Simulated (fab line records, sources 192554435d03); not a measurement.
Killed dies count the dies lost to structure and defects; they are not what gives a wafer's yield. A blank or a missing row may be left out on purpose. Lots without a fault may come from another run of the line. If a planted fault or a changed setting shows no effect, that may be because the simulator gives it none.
A lot that was struck, set against a sound lot + flow n5_finfet + 15 steps out of a route of 1938
Sound: these wafers, L453.2, L453.4, L453.5. Struck: wafer L444.4. (L444.6 of the same lot was not struck and is left out.) The cause comes at the end.
Each step with rows lists, per side, the tool, then ch with its chambers, then its first start. Under that, the readings that differ: sound wafers + struck wafers + difference of the means + sigmas: that difference in standard deviations of wafers without a fault.
alike: a reading whose means differ by less than 2 such deviations, as well as words and numbers matching on both sides. not compared: withheld readings; readings where some wafer has no value; bounds like >300 that might hide an equal value; numbers whose values overlap and for which the record gives no deviation.
Wherever a step has rows on one side only, a row that says differs or no value, or a row with sigmas, the two part there. Numbers that have no deviation but don't overlap get no sigmas and don't part them. A reading that every wafer of one side lacks parts them only if that side has two wafers or more.

N5_BEOL_M10_TRENCH_ETCH_37: etches SiCOH lowk in C4F6/O2, target depth 148.83 nm, time 48 s.
  sound on rie_diel-06 ch 1,2; struck on rie_diel-01 ch 3
  alike: bias_w, drypump_motor_current_A, oes_product_au, rf_vpp_V, showerhead_plenum_p_Torr, throttle_valve_pct
  not compared: rf_hours_counter_h
N5_BEOL_M10_ETCH_41: etches SiCN in CH3F/O2, target depth 42.6 nm, time 86 s.
  sound on rie_diel-06 ch 1,2; struck on rie_diel-01 ch 3
  alike: bias_w, drypump_motor_current_A, oes_product_au, rf_vpp_V, showerhead_plenum_p_Torr, throttle_valve_pct
  not compared: rf_hours_counter_h
N5_BEOL_M10_STRIP_77: strips in N2/H2, time 10 s.
  sound on rie_diel-06 ch 1,2; struck on rie_diel-01 ch 3
  alike: drypump_motor_current_A, n2_flow_sccm, oes_product_au, rf_vpp_V, showerhead_plenum_p_Torr, temp_c, throttle_valve_pct
  not compared: rf_hours_counter_h
N5_BEOL_M10_OCD_MEAS_38:
  struck on ocd-01, day 13 08:44; sound on ocd-02, day 16 07:09
  alike: trench_depth_nm
then, 4 steps without rows for these wafers: N5_BEOL_M10_HM_STRIP_39 (strips TiN in peroxide tin strip, target depth 25 nm, time 158 s); N5_BEOL_M10_SRD_40 (time 30 s); N5_BEOL_M10_PRECLEAN_42 (cleans in residue remover, time 60 s); N5_BEOL_M10_SRD_43 (time 30 s).
N5_BEOL_M10_CD_MEAS_35 targets a cd of 70 nm.
  struck on cd_sem-02, day 13 08:53; sound on cd_sem-02, day 16 07:19
  alike: cd_nm
then, 2 steps without rows for these wafers: N5_BEOL_M10_CURE_72 (cures SiCOH lowk, time 120 s); N5_BEOL_M10_DEGAS_44 (time 60 s).
N5_BEOL_M10_PRE_CLEAN_45: time 30 s.
  struck on pvd_sputter-01, day 13 09:17; sound on pvd_sputter-01, day 16 07:51
  alike: heater_power_w, susceptor_temp_C
N5_BEOL_M10_ALD_74: deposits TaN, target thk 2 nm, pulse time 2 s, purge time 3 s.
  sound on ald_metal-02 ch 0,2, day 16 07:55; struck on ald_metal-02 ch 1, day 13 09:23
| reading    | sound    | struck | difference | sigmas |
|------------|----------|--------|------------|--------|
| ald_cycles | 40 40 40 | 42     | +2         |        |
  alike: heater_power_w, susceptor_temp_C
N5_BEOL_M10_SURFACE_TREAT_76:
  struck on pvd_sputter-01, day 13 09:50; sound on pvd_sputter-03, day 16 08:34
  not compared: throttle_valve_pct
N5_PASSIVATION_PROBE_49:
  sound wafers here have rows in the record (prober-02, day 18 08:14); struck ones have none

## WHERE THEY PART
Only at N5_PASSIVATION_PROBE_49, as far as this record shows.

WHY: what the simulator had put in
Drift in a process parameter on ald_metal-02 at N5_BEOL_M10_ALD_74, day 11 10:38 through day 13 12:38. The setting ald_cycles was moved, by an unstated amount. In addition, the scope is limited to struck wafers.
